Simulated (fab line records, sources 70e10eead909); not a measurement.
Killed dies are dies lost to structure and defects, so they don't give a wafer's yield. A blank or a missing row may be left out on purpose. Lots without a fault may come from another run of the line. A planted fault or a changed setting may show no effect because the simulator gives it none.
Which tool did it? | flow nand_harc | 12 lots, 36 wafers sampled, at 1 step of a route of 1302

WHAT THE GAUGES READ, wafer by wafer
NHARC_P_ZERO_WELL_CD_MEAS_11: target cd 500 nm.
lot  | measured     | on        | cd_nm (nm)
L075 | day 2 07:14  | cd_sem-02 | 501.1 500.0 497.9
L077 | day 3 03:07  | cd_sem-02 | 497.5 495.0 495.7
L079 | day 3 23:14  | cd_sem-02 | 499.7 496.4 499.6
L081 | day 4 19:07  | cd_sem-02 | 495.9 497.0 495.8
L083 | day 5 15:14  | cd_sem-03 | 495.2 496.2 498.3
L085 | day 6 11:14  | cd_sem-03 | 502.7 502.6 498.7
L087 | day 7 07:07  | cd_sem-03 | 498.9 499.4 500.6
L089 | day 8 03:14  | cd_sem-03 | 496.2 501.3 497.9
L091 | day 8 23:23  | cd_sem-03 | 499.2 501.6 502.6
L093 | day 9 19:15  | cd_sem-02 | 497.5 497.0 498.5
L095 | day 10 15:15 | cd_sem-01 | 499.1 500.6 501.5
L097 | day 11 11:10 | cd_sem-01 | 499.6 495.0 498.9

WHICH TOOL RAN EACH LOT (tool, then ch and the chambers of the sampled wafers, then the start)
The record holds no process step before these readings.

THE ANSWER, worked out from the rows above alone
Rule: what is usual is taken from the lots themselves. Put in order of their means at a reading, lots are off if they are a third of the lots or fewer, leave a main group of 4 or more, and stand apart from it by a gap of 3 or more times the standard deviation of the main group's means; of several such gaps the widest counts. A main group whose means are all the same, to the digits that the tables above print for the reading, isn't used. A lot without any number at a reading at which 4 lots or more have one is off too. The other lots that the step has rows for count as sound.
No lot is off at any reading shown: from this, nothing can be told.

WHAT THE SIMULATOR HAD PUT IN
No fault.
